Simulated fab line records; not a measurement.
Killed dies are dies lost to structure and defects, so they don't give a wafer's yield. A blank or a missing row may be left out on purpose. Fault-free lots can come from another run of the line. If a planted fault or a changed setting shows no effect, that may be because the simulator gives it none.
Chamber matching | flow nand_harc | 4 sister chambers for NHARC_P_ZERO_WELL_DESCUM_13 on rie_diel-01
The step chemistry O2, time 3 s. 14 wafers are shown with their chamber, then 7 later ones without.

## EACH WAFER AND ITS CHAMBER
wafer  | chamber | showerhead_plenum_p_Torr (Torr) | oes_product_au (a.u.) | rf_vpp_V (V)
L076.4 | 1       | 2.03                            | 1.000                 | 58.8
L076.5 | 0       | 1.98                            | 0.995                 | 57.8
L076.6 | 3       | 1.85                            | 0.993                 | 57.8
L084.1 | 3       | 1.84                            | 1.001                 | 58.3
L084.3 | 2       | 1.92                            | 0.988                 | 57.7
L084.6 | 1       | 2.02                            | 0.993                 | 58.9
L090.2 | 2       | 1.92                            | 0.985                 | 56.7
L090.3 | 1       | 2.02                            | 0.989                 | 57.7
L090.5 | 3       | 1.83                            | 0.994                 | 57.7
L092.2 | 1       | 2.01                            | 1.001                 | 57.7
L092.3 | 0       | 1.96                            | 1.015                 | 57.8
L092.5 | 2       | 1.91                            | 0.989                 | 57.2
L095.1 | 0       | 1.96                            | 1.001                 | 58.7
L095.3 | 3       | 1.83                            | 0.989                 | 56.4

SIGNATURES (averages over the wafers above)
reading                  | chamber 0 | chamber 1 | chamber 2 | chamber 3 | scatter within a chamber
showerhead_plenum_p_Torr | 1.9667    | 2.0200    | 1.9167    | 1.8375    | 0.00899
oes_product_au           | 1.00367   | 0.99575   | 0.98733   | 0.99425   | 0.00627
rf_vpp_V                 | 58.100    | 58.275    | 57.200    | 57.550    | 0.659
Rule: for each reading, subtract the chamber's mean from the wafer's reading, divide by that reading's scatter and square the result; add these up over the readings and take the root, which gives the wafer's distance from the chamber. If the next closest chamber is less than 2 further off than the closest, the wafer can't be placed; otherwise it belongs to the closest. The scatter is the square root of a quotient: the sum, over the shown wafers, of each reading's squared deviation from its chamber's mean, divided by wafers minus chambers.

## WAFERS MISSING THEIR CHAMBER
wafer  | showerhead_plenum_p_Torr (Torr) | oes_product_au (a.u.) | rf_vpp_V (V)
L095.6 | 2.01                            | 0.992                 | 58.6
L096.2 | 1.83                            | 1.000                 | 56.4
L096.5 | 1.91                            | 0.990                 | 57.5
L096.6 | 1.83                            | 1.000                 | 58.2
L097.1 | 1.83                            | 0.990                 | 56.9
L097.2 | 1.95                            | 0.995                 | 58.1
L097.4 | 1.91                            | 0.989                 | 57.4

## CHAMBER TAKEN BY EACH
wafer  | from the rows above     | in truth
L095.6 | 1                       | 1
L096.2 | 3                       | 3
L096.5 | 2                       | 2
L096.6 | 3                       | 3
L097.1 | 3                       | 3
L097.2 | can't be placed: 0 or 2 | 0
L097.4 | 2                       | 2
6 of 7 placed correctly. Not placeable from these rows: 1 (in 1, the candidates include the true chamber). 0 placed wrongly.
